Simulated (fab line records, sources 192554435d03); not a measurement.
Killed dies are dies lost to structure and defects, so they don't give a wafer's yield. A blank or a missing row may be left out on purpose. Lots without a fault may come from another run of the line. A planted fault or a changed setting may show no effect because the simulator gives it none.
Chamber matching | flow n5_finfet | N5_PASSIVATION_PECVD_01 on pecvd-03: 3 sister chambers
The step deposits SiNx from SiH4/NH3/N2, target thk 200 nm, time 43.2 s. 3 wafers are shown with their chamber, then 10 later ones without.

WAFERS WITH THEIR CHAMBER
wafer  | chamber | throttle_valve_pct (%)
L086.4 | 0       | 28.8
L088.1 | 2       | 26.8
L088.2 | 1       | 31.3

WAFERS WITHOUT THEIR CHAMBER
wafer  | throttle_valve_pct (%)
L088.3 | 28.7
L088.4 | 31.4
L088.5 | 28.5
L088.6 | 27.0
L092.1 | 28.9
L092.2 | 31.3
L092.3 | 27.0
L095.2 | 31.4
L095.3 | 26.9
L095.6 | 28.8

WHICH CHAMBER EACH WENT THROUGH
wafer  | from the rows above | in truth
L088.3 | 0                   | 0
L088.4 | 1                   | 1
L088.5 | 0                   | 0
L088.6 | 2                   | 2
L092.1 | 0                   | 0
L092.2 | 1                   | 1
L092.3 | 2                   | 2
L095.2 | 1                   | 1
L095.3 | 2                   | 2
L095.6 | 0                   | 0
Placed correctly: 10 of 10. Can't be placed from these rows: 0. Placed wrongly: 0.
How it was worked out, from the rows above alone: a wafer's distance from a chamber is the root of the sum, over the readings, of the square of ((its reading less the chamber's mean) divided by the reading's scatter). The wafer belongs to the nearest chamber; if the next one is less than 2 further off, it can't be placed. A chamber's mean is the mean of its shown wafers. The scatter: with one shown wafer a chamber, the root of the mean of the squares of how far each hidden wafer lies from its nearest shown one.
